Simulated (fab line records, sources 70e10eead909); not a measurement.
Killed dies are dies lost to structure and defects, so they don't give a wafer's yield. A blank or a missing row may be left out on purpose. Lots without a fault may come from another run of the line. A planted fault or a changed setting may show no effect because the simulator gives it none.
Chamber matching | flow nand_harc | NHARC_THIN_TSV_DEP_47 on pecvd-02: 3 sister chambers
The step deposits SiO2, target thk 200 nm. 3 wafers are shown with their chamber, then 8 later ones without.

WAFERS WITH THEIR CHAMBER
wafer  | chamber | throttle_valve_pct (%)
L760.4 | 0       | 15.3
L766.4 | 2       | 16.0
L765.1 | 1       | 15.8

WAFERS WITHOUT THEIR CHAMBER
wafer  | throttle_valve_pct (%)
L765.5 | 15.9
L765.6 | 16.1
L773.3 | 15.5
L773.5 | 16.3
L773.6 | 15.6
L779.3 | 16.1
L779.4 | 15.7
L779.5 | 15.5

WHICH CHAMBER EACH WENT THROUGH
wafer  | from the rows above          | in truth
L765.5 | can't be placed: 1 or 2      | 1
L765.6 | can't be placed: 2 or 1      | 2
L773.3 | can't be placed: 0 or 1 or 2 | 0
L773.5 | can't be placed: 2 or 1      | 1
L773.6 | can't be placed: 1 or 0 or 2 | 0
L779.3 | can't be placed: 2 or 1      | 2
L779.4 | can't be placed: 1 or 2 or 0 | 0
L779.5 | can't be placed: 0 or 1 or 2 | 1
Placed correctly: 0 of 8. Can't be placed from these rows: 8 (the true chamber is among the candidates in 8). Placed wrongly: 0.
How it was worked out, from the rows above alone: a wafer's distance from a chamber is the root of the sum, over the readings, of the square of ((its reading less the chamber's mean) divided by the reading's scatter). The wafer belongs to the nearest chamber; if the next one is less than 2 further off, it can't be placed. A chamber's mean is the mean of its shown wafers. The scatter: with one shown wafer a chamber, the root of the mean of the squares of how far each hidden wafer lies from its nearest shown one.
